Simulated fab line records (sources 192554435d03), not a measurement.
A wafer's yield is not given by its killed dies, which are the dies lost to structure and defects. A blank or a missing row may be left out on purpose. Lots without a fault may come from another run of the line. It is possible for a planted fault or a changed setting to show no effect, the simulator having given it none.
Split-lot study / flow n5-finfet / 21 wafers read from 7 lots, route of 1938 steps

SPLIT DETAILS
At N5_BEOL_M2_ILD_DEP_00 (deposits SiOC from DEMS/O2, target thk 79 nm, time 15.3 s), the setting time-s was moved away from the recipe's 15.3 s on 9 of the 21 wafers read, by -13.7% to +13.9%. This setting was run at the recipe's value on the other wafers.

Split to reading: the file shows no intervening step.

THE READING
M2_ILD_THK (nm), taken at N5_BEOL_M2_THK_MEAS_01. A value of 79.2 nm with a standard deviation of 0.92 nm is what fault-free wafers of this fab line usually give.

wafer=L077.3; tool, chamber at the split=pecvd-04, 1; time-s as run, s=15.3; against the recipe=recipe; M2_ILD_THK, nm=77.8; against lot-mates on the recipe=-
wafer=L077.4; tool, chamber at the split=pecvd-04, 0; time-s as run, s=17.42; against the recipe=+13.9%; M2_ILD_THK, nm=89.6; against lot-mates on the recipe=+11.8
wafer=L077.5; tool, chamber at the split=pecvd-04, 2; time-s as run, s=15.3; against the recipe=recipe; M2_ILD_THK, nm=77.9; against lot-mates on the recipe=-
wafer=L079.1; tool, chamber at the split=pecvd-03, 0; time-s as run, s=13.2; against the recipe=-13.7%; M2_ILD_THK, nm=67.4; against lot-mates on the recipe=-11.7
wafer=L079.3; tool, chamber at the split=pecvd-03, 1; time-s as run, s=13.2; against the recipe=-13.7%; M2_ILD_THK, nm=67.6; against lot-mates on the recipe=-11.5
wafer=L079.5; tool, chamber at the split=pecvd-03, 2; time-s as run, s=15.3; against the recipe=recipe; M2_ILD_THK, nm=79.1; against lot-mates on the recipe=-
wafer=L080.2; tool, chamber at the split=pecvd-04, 2; time-s as run, s=15.3; against the recipe=recipe; M2_ILD_THK, nm=77.4; against lot-mates on the recipe=-
wafer=L080.5; tool, chamber at the split=pecvd-04, 2; time-s as run, s=15.3; against the recipe=recipe; M2_ILD_THK, nm=78.9; against lot-mates on the recipe=-
wafer=L080.6; tool, chamber at the split=pecvd-04, 1; time-s as run, s=15.3; against the recipe=recipe; M2_ILD_THK, nm=78.3; against lot-mates on the recipe=-
wafer=L085.1; tool, chamber at the split=pecvd-03, 2; time-s as run, s=13.88; against the recipe=-9.3%; M2_ILD_THK, nm=70.7; against lot-mates on the recipe=-8.9
wafer=L085.5; tool, chamber at the split=pecvd-03, 2; time-s as run, s=13.88; against the recipe=-9.3%; M2_ILD_THK, nm=73.0; against lot-mates on the recipe=-6.6
wafer=L085.6; tool, chamber at the split=pecvd-03, 1; time-s as run, s=15.3; against the recipe=recipe; M2_ILD_THK, nm=79.6; against lot-mates on the recipe=-
wafer=L088.2; tool, chamber at the split=pecvd-03, 0,1; time-s as run, s=16.09; against the recipe=+5.2%; M2_ILD_THK, nm=83.0; against lot-mates on the recipe=+2.3
wafer=L088.3; tool, chamber at the split=pecvd-03, 0,1; time-s as run, s=16.09; against the recipe=+5.2%; M2_ILD_THK, nm=82.9; against lot-mates on the recipe=+2.2
wafer=L088.6; tool, chamber at the split=pecvd-03, 1; time-s as run, s=15.3; against the recipe=recipe; M2_ILD_THK, nm=80.7; against lot-mates on the recipe=-
wafer=L092.1; tool, chamber at the split=pecvd-04, 0; time-s as run, s=15.3; against the recipe=recipe; M2_ILD_THK, nm=79.4; against lot-mates on the recipe=-
wafer=L092.2; tool, chamber at the split=pecvd-04, 1; time-s as run, s=16.04; against the recipe=+4.8%; M2_ILD_THK, nm=82.9; against lot-mates on the recipe=+3.5
wafer=L092.3; tool, chamber at the split=pecvd-04, 2; time-s as run, s=16.04; against the recipe=+4.8%; M2_ILD_THK, nm=83.4; against lot-mates on the recipe=+4.0
wafer=L095.1; tool, chamber at the split=pecvd-03, 1; time-s as run, s=15.3; against the recipe=recipe; M2_ILD_THK, nm=79.2; against lot-mates on the recipe=-
wafer=L095.3; tool, chamber at the split=pecvd-03, 2; time-s as run, s=15.3; against the recipe=recipe; M2_ILD_THK, nm=79.0; against lot-mates on the recipe=-
wafer=L095.6; tool, chamber at the split=pecvd-03, 2; time-s as run, s=15.3; against the recipe=recipe; M2_ILD_THK, nm=80.2; against lot-mates on the recipe=-
If several chambers appear in one row, that row covers several wafers at once and the file leaves open which wafer was in which chamber.

FIT RESULTS
A straight line over all 21 wafers: M2_ILD_THK changes by +0.803 nm for each +1% of time-s; r = +0.99; the points scatter about the line by 0.87 nm.
The same after taking each lot's own level away (the mean of its wafers on the recipe; 21 wafers): +0.81 nm for each +1%; r = +0.99; scatter 0.79 nm.
On that fit, the largest move of time-s shifts the reading by 11 nm.
From 77.85 to 80.70 nm: that is the span of the lots' own levels, equal to 3.1 times the standard deviation above.
Consequently the slope shifts little with the lot-to-lot level, the two slopes agreeing.
Check: for one of the wafers moved furthest among these (+13.9%), held out of the fit, the line's prediction against its lot-mates is +10.7 nm. Against them it came out at +11.8 nm.

OTHER SPLITS ON THESE WAFERS
Other splits were also applied to these wafers ahead of the reading. Each is held against what the fit with the lots' levels taken away leaves over:
other split on the same wafers=N5_BEOL_M0_SAQP_HM_DEP_02 target-thk-a; wafers away from the commonest value=9; r with M2_ILD_THK (lot level and that fit taken away)=+0.07
other split on the same wafers=N5_BEOL_M0_SAQP_PECVD_04 time-s; wafers away from the commonest value=8; r with M2_ILD_THK (lot level and that fit taken away)=-0.18
other split on the same wafers=N5_BEOL_M0_SAQP_MANDREL_ETCH_20 over-etch-frac; wafers away from the commonest value=8; r with M2_ILD_THK (lot level and that fit taken away)=+0.23
other split on the same wafers=N5_BEOL_M0_SAQP_SPACER1_ALD_98 temp-c; wafers away from the commonest value=3; r with M2_ILD_THK (lot level and that fit taken away)=-0.22
other split on the same wafers=N5_BEOL_M1_HM_DEP_02 target-thk-a; wafers away from the commonest value=8; r with M2_ILD_THK (lot level and that fit taken away)=+0.20
other split on the same wafers=N5_BEOL_M1_ETCH_64 source-w; wafers away from the commonest value=8; r with M2_ILD_THK (lot level and that fit taken away)=+0.00
other split on the same wafers=N5_BEOL_M1_COAT_76 temp-c; wafers away from the commonest value=3; r with M2_ILD_THK (lot level and that fit taken away)=+0.15

THE WHOLE CHAIN: every reading that the file lists as answering this split, in the file's order
step=N5_BEOL_M2_ILD_DEP_00; what it does=deposits SiOC from DEMS/O2, target thk 79 nm, time 15.3 s; reading=SiOC_of_BEOL_M2_ILD_DEP_00.thk-nm (the simulator's own value, which no gauge read); change (the file's fit)=+0.818 nm for each +1% of the setting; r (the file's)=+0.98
step=N5_BEOL_M2_THK_MEAS_01; what it does=; reading=M2_ILD_THK; change (the file's fit)=+0.822 for each +1% of the setting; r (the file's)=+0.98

THE FILE'S OWN FIT
M2_ILD_THK changes by +0.822 nm for each +1% of time-s, r = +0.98.
